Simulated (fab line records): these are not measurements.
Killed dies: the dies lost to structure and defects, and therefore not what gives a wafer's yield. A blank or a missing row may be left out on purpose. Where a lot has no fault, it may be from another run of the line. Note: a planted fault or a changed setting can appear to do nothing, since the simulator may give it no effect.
Matching of chambers ; flow nandHarc ; NHARC_A_STAIRCASE_TRIM_220 on rieDiel-13: 4 sister chambers
The step chemistry O2, time 211.2 s. 4 wafers are shown with their chamber, then 8 later ones without.

## WAFERS WITH THEIR CHAMBER
wafer;chamber;showerheadPlenumPTorr (Torr)
L079.1;3;3.45
L088.3;1;3.45
L088.4;2;3.65
L090.2;0;3.36

## WAFERS WHOSE CHAMBER IS MISSING
wafer;showerheadPlenumPTorr (Torr)
L090.4;3.64
L090.5;3.44
L093.1;3.64
L093.3;3.36
L093.4;3.44
L095.2;3.36
L095.4;3.44
L095.6;3.64

## WHICH CHAMBER EACH WENT THROUGH
wafer;from the rows above;in truth
L090.4;2;2
L090.5;can't be placed: 1 or 3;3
L093.1;2;2
L093.3;0;0
L093.4;can't be placed: 1 or 3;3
L095.2;0;0
L095.4;can't be placed: 1 or 3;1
L095.6;2;2
5 of 8 placed correctly. Can't be placed from these rows: 3 (the true chamber is among the candidates in 3). Placed wrongly: 0.
How it was worked out, from the rows above alone: a wafer's distance from a chamber is the root of the sum, over the readings, of the square of ((its reading less the chamber's mean) divided by the reading's scatter). The wafer belongs to the nearest chamber; if the next one is less than 2 further off, it can't be placed. The mean given for a chamber averages the wafers shown for that chamber. The scatter (one wafer shown for each chamber): square how far every hidden wafer sits from the nearest shown wafer, average those squares and take the square root.
